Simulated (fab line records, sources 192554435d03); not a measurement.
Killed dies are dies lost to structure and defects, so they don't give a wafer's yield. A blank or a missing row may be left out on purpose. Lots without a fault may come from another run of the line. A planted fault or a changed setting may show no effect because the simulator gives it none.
Which tool did it? | flow n5_finfet | 10 lots, 30 wafers sampled, at 6 steps of a route of 1938

WHAT THE GAUGES READ, wafer by wafer
N5_BEOL_M4_THK_MEAS_01.
lot  | measured     | on            | M4_ILD_THK (nm)
L805 | day 9 02:47  | film_metro-01 | 78.8 76.4 78.4
L806 | day 9 05:24  | film_metro-02 | 79.1 80.3 78.2
L807 | day 9 06:02  | film_metro-02 | 76.6 79.9 77.7
L808 | day 9 07:20  | film_metro-01 | 77.9 78.8 79.5
L809 | day 10 02:04 | film_metro-01 | 78.9 77.1 79.1
L810 | day 10 05:07 | film_metro-01 | 80.0 79.8 81.1
L817 | day 11 21:55 | film_metro-02 | 77.5 140.5 79.4
L820 | day 12 06:11 | film_metro-02 | 78.8 142.5 81.0
L825 | day 13 23:00 | film_metro-02 | 77.9 79.1 79.9
L826 | day 14 07:49 | film_metro-02 | 78.0 79.2 79.8

N5_BEOL_M4_RC_MEAS_101.
lot  | measured     | on        | DIBL_N (mV/V)  | DIBL_P (mV/V)  | IOFF_N (nA/um)    | IOFF_P (nA/um) | ION_N (uA/um) | ION_P (uA/um) | SS_N (mV/dec)  | SS_P (mV/dec)  | VT_N (mV)   | VT_P (mV)
L805 | day 9 19:17  | prober-02 | 40.0 35.2 35.3 | 39.3 33.5 33.8 | 0.244 0.147 0.142 | 0.29 0.18 0.19 | 701 679 672   | 475 459 459   | 72.2 70.7 71.1 | 74.9 73.0 73.3 | 244 249 251 | -246 -251 -251
L806 | day 10 01:29 | prober-01 | 33.4 35.9 33.6 | 31.8 34.4 31.7 | 0.111 0.152 0.112 | 0.16 0.20 0.16 | 658 693 679   | 455 473 467   | 70.3 70.8 70.9 | 72.7 72.9 72.5 | 254 248 253 | -255 -249 -254
L807 | day 10 13:10 | prober-01 | 36.8 36.6 37.4 | 34.7 35.0 35.3 | 0.162 0.168 0.169 | 0.22 0.23 0.23 | 686 684 670   | 473 465 464   | 71.3 71.1 71.2 | 73.4 73.3 72.9 | 246 245 247 | -247 -246 -248
L808 | day 10 16:06 | prober-02 | 36.2 38.4 38.0 | 36.1 37.5 37.2 | 0.169 0.224 0.212 | 0.23 0.26 0.26 | 684 684 685   | 462 466 470   | 71.8 72.4 72.3 | 73.3 74.9 74.6 | 250 246 244 | -249 -246 -248
L809 | day 11 00:16 | prober-01 | 34.5 35.3 35.4 | 34.7 34.3 34.9 | 0.136 0.138 0.137 | 0.18 0.16 0.17 | 683 655 667   | 459 444 452   | 70.8 71.7 71.6 | 73.2 73.0 72.5 | 250 251 249 | -252 -254 -254
L810 | day 11 03:11 | prober-01 | 36.5 34.9 35.6 | 36.5 34.3 35.2 | 0.151 0.124 0.141 | 0.23 0.20 0.22 | 683 667 663   | 471 464 460   | 70.4 71.1 70.9 | 72.7 73.2 73.1 | 249 254 252 | -248 -251 -249
L817 | day 13 03:49 | prober-02 | 33.8 32.5      | 33.2 32.0      | 0.129 0.116       | 0.17 0.15      | 678 671       | 465 461       | 70.3 70.9      | 72.9 72.7      | 249 254     | -253 -254
L820 | day 13 19:41 | prober-01 | 36.0 35.5      | 36.3 35.3      | 0.141 0.136       | 0.21 0.21      | 678 664       | 466 463       | 71.5 71.3      | 74.2 73.2      | 252 253     | -247 -248
L825 | day 14 13:03 | prober-02 | 37.0 38.2 36.7 | 38.1 39.0 37.3 | 0.190 0.210 0.182 | 0.24 0.25 0.23 | 696 696 685   | 478 474 468   | 70.9 71.6 71.7 | 74.2 73.7 73.2 | 244 242 248 | -249 -248 -246
L826 | day 15 06:53 | prober-02 | 37.4 37.5 36.9 | 38.5 37.4 37.8 | 0.181 0.181 0.172 | 0.25 0.24 0.24 | 683 694 696   | 464 476 480   | 72.0 72.1 71.8 | 73.1 73.9 73.8 | 248 246 249 | -249 -248 -249

WHICH TOOL RAN EACH LOT (tool, then ch and the chambers of the sampled wafers, then the start)
lot  | N5_BEOL_M3_CO_CAP_55             | N5_BEOL_M3_DEP_57               | N5_BEOL_M4_ILD_DEP_00          | N5_BEOL_M4_PECVD_72
L805 | cvd_co-02 ch 0,1,2, day 9 02:28  | pecvd-01 ch 0,1,2, day 9 02:35  | pecvd-04 ch 0,1,2, day 9 02:43 | pecvd-02 ch 0,2, day 9 02:49
L806 | cvd_co-01 ch 0,2, day 9 05:04    | pecvd-02 ch 1,2, day 9 05:11    | pecvd-03 ch 1,2, day 9 05:19   | pecvd-03 ch 2, day 9 05:26
L807 | cvd_co-02 ch 0,1,2, day 9 05:41  | pecvd-03 ch 1,2, day 9 05:49    | pecvd-04 ch 1,2, day 9 05:58   | pecvd-03 ch 2, day 9 06:05
L808 | cvd_co-01 ch 0,1, day 9 07:01    | pecvd-02 ch 1,2, day 9 07:07    | pecvd-03 ch 1,2, day 9 07:15   | pecvd-04 ch 0,2, day 9 07:22
L809 | cvd_co-02 ch 0,1,2, day 10 01:45 | pecvd-03 ch 0,1,2, day 10 01:52 | pecvd-04 ch 0,1, day 10 01:59  | pecvd-03 ch 0,1, day 10 02:06
L810 | cvd_co-01 ch 0,1, day 10 04:48   | pecvd-02 ch 0,1,2, day 10 04:55 | pecvd-03 ch 1,2, day 10 05:02  | pecvd-04 ch 1,2, day 10 05:09
L817 | cvd_co-02 ch 1,2, day 11 21:36   | pecvd-03 ch 1,2, day 11 21:43   | pecvd-04 ch 1,2, day 11 21:51  | pecvd-04 ch 0,1,2, day 11 21:57
L820 | cvd_co-02 ch 0,1,2, day 12 05:52 | pecvd-03 ch 0,1,2, day 12 05:59 | pecvd-04 ch 0,2, day 12 06:07  | pecvd-03 ch 0,2, day 12 06:13
L825 | cvd_co-02 ch 0,1,2, day 13 22:41 | pecvd-02 ch 0,1, day 13 22:49   | pecvd-02 ch 1,2, day 13 22:56  | pecvd-02 ch 0,1, day 13 23:02
L826 | cvd_co-02 ch 0,1,2, day 14 07:30 | pecvd-03 ch 0,1,2, day 14 07:37 | pecvd-02 ch 0,1, day 14 07:45  | pecvd-04 ch 0,1,2, day 14 07:51
- N5_BEOL_M3_CO_CAP_55: material Co, precursor CCTBA/H2, target thk 2 nm, time 102.1 s.
- N5_BEOL_M3_DEP_57: deposits SiCN from 3MS/NH3, target thk 8 nm, time 14 s.
- N5_BEOL_M4_ILD_DEP_00: deposits SiOC from DEMS/O2, target thk 79 nm, time 15.3 s.
- N5_BEOL_M4_PECVD_72: deposits SiO2 from TEOS/O2, target thk 16 nm, time 18 s.

WHAT THE TOOLS THEMSELVES READ (means of the sampled wafers that have a number; where no wafer has one, the mark that the record gives instead)
N5_BEOL_M3_CO_CAP_55.
lot  | tool      | heater_power_w (W)
L805 | cvd_co-02 | 238
L806 | cvd_co-01 | 235
L807 | cvd_co-02 | 242
L808 | cvd_co-01 | 270
L809 | cvd_co-02 | 244
L810 | cvd_co-01 | 263
L817 | cvd_co-02 | 232
L820 | cvd_co-02 | 240
L825 | cvd_co-02 | 243
L826 | cvd_co-02 | 244

N5_BEOL_M3_DEP_57.
lot  | tool     | showerhead_plenum_p_Torr (Torr) | throttle_valve_pct (%)
L805 | pecvd-01 | 3.675                           | 8.9
L806 | pecvd-02 | 3.648                           | 9.3
L807 | pecvd-03 | 3.665                           | 8.9
L808 | pecvd-02 | 3.650                           | 9.1
L809 | pecvd-03 | 3.671                           | 9.6
L810 | pecvd-02 | 3.655                           | 9.4
L817 | pecvd-03 | 3.671                           | 9.0
L820 | pecvd-03 | 3.675                           | 9.6
L825 | pecvd-02 | 3.665                           | 9.7
L826 | pecvd-03 | 3.670                           | 9.7

N5_BEOL_M4_ILD_DEP_00.
lot  | tool     | heater_power_w (W) | showerhead_plenum_p_Torr (Torr) | throttle_valve_pct (%)
L805 | pecvd-04 | 484                | 5.697                           | 11.9
L806 | pecvd-03 | 399                | 5.698                           | 12.5
L807 | pecvd-04 | 446                | 5.681                           | 11.6
L808 | pecvd-03 | 453                | 5.693                           | 12.5
L809 | pecvd-04 | 449                | 5.695                           | 12.3
L810 | pecvd-03 | 452                | 5.701                           | 12.5
L817 | pecvd-04 | 428                | 5.677                           | 11.6
L820 | pecvd-04 | 496                | 5.687                           | 11.8
L825 | pecvd-02 | 540                | 5.680                           | 12.6
L826 | pecvd-02 | 468                | 5.691                           | 12.9

N5_BEOL_M4_PECVD_72.
lot  | tool     | heater_power_w (W) | showerhead_plenum_p_Torr (Torr) | throttle_valve_pct (%)
L805 | pecvd-02 | 731                | 8.73                            | 22.4
L806 | pecvd-03 | 595                | 8.82                            | 21.0
L807 | pecvd-03 | 689                | 8.82                            | 21.0
L808 | pecvd-04 | 747                | 8.76                            | 22.2
L809 | pecvd-03 | 717                | 8.79                            | 24.8
L810 | pecvd-04 | 689                | 8.71                            | 22.0
L817 | pecvd-04 | 742                | 8.75                            | 22.4
L820 | pecvd-03 | 676                | 8.81                            | 22.5
L825 | pecvd-02 | 627                | 8.80                            | 23.9
L826 | pecvd-04 | 703                | 8.75                            | 22.5

THE ANSWER, worked out from the rows above alone
Rule: what is usual is taken from the lots themselves. Put in order of their means at a reading, lots are off if they are a third of the lots or fewer, leave a main group of 4 or more, and stand apart from it by a gap of 3 or more times the standard deviation of the main group's means; of several such gaps the widest counts. A main group whose means are all the same, to the digits that the tables above print for the reading, isn't used. A lot without any number at a reading at which 4 lots or more have one is off too. The other lots that the step has rows for count as sound. The gauges are gone through in route order, then the tools' own readings, and for those a lot's mean is taken as printed above. The first step at which some lot is off is used, and at that step the reading that is off furthest; a lot without a number counts as furthest.
Off: L817, L820, at N5_BEOL_M4_THK_MEAS_01 (M4_ILD_THK). The main group: mean 78.8 nm, standard deviation 0.71.
A tool fits if, at a process step before that reading, it ran every lot that is off, and no sound lot after the first of them. The gauges at N5_BEOL_M4_THK_MEAS_01 are tried like those tools. One fits: pecvd-04 at N5_BEOL_M4_ILD_DEP_00. Its last sound lot is L809 (day 10 01:59), its first lot that is off L817 (day 11 21:51): a fault that began between those two fits.

WHAT THE SIMULATOR HAD PUT IN
Process parameter drift: pecvd-04, from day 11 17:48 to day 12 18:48, at N5_BEOL_M4_ILD_DEP_00. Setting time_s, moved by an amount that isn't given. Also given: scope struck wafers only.
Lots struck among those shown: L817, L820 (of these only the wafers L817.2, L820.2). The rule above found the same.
